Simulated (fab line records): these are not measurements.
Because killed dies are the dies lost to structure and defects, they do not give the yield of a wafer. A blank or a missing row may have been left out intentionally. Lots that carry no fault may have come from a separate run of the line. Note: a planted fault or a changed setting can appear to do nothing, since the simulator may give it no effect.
Which tool is to blame? ; flow n5-finfet ; Sampling: 12 lots, 36 wafers, 2 of 1938 route steps

WHAT EACH GAUGE READ, for each wafer
N5_BEOL_M15_INSPECT_30: inspects for defects (macro).
lot;measured;on;raw-defect-count
L075;day 11 14:31;defect-inspect-01;4 4 2
L076;day 12 07:41;defect-inspect-02;3 3 2
L081;day 13 01:27;defect-inspect-01;3 2 4
L079;day 13 11:55;defect-inspect-02;2 2 2
L083;day 13 13:58;defect-inspect-02;1 3 1
L086;day 14 10:52;defect-inspect-02;2 1 1
L089;day 14 19:16;defect-inspect-02;1 1 3
L088;day 14 22:52;defect-inspect-01;2 1 2
L091;day 15 17:20;defect-inspect-01;1 4 0
L092;day 16 01:10;defect-inspect-01;1 2 0
L095;day 17 07:32;defect-inspect-01;2 0 3
L096;day 17 12:35;defect-inspect-02;3 1 0

EACH LOT AND THE TOOL THAT RAN IT (in order: tool; ch and the chambers of the sampled wafers; start)
lot;N5_BEOL_M15_DESCUM_15
L075;rie-diel-02 ch 0,1,3, day 11 13:02
L076;rie-diel-01 ch 0,1, day 12 06:07
L081;rie-diel-02 ch 0,1, day 12 23:42
L079;rie-diel-06 ch 0,1, day 13 10:30
L083;rie-diel-02 ch 0,1,2, day 13 12:25
L086;rie-diel-06 ch 0,1,3, day 14 09:11
L089;rie-diel-02 ch 0,2,3, day 14 17:33
L088;rie-diel-01 ch 1,2,3, day 14 21:05
L091;rie-diel-06 ch 0,1,2, day 15 15:47
L092;rie-diel-01 ch 0,2,3, day 15 23:37
L095;rie-diel-06 ch 0,2, day 17 05:59
L096;rie-diel-01 ch 1,2,3, day 17 11:02
- N5_BEOL_M15_DESCUM_15: chemistry O2, time 7.9 s.

THE ANSWER, worked out from the rows above alone
Rule: the usual values come from the lots themselves. Put in order of their means at a reading, lots are off if they are a third of the lots or fewer, leave a main group of 4 or more, and stand apart from it by a gap of 3 or more times the standard deviation of the main group's means; of several such gaps the widest counts. A main group whose means are all the same, to the digits that the tables above print for the reading, isn't used. A lot without any number at a reading at which 4 lots or more have one is off too. The other lots that the step has rows for count as sound.
No lot is off at any reading shown: from this, nothing can be told.

WHAT WAS PUT IN BY THE SIMULATOR
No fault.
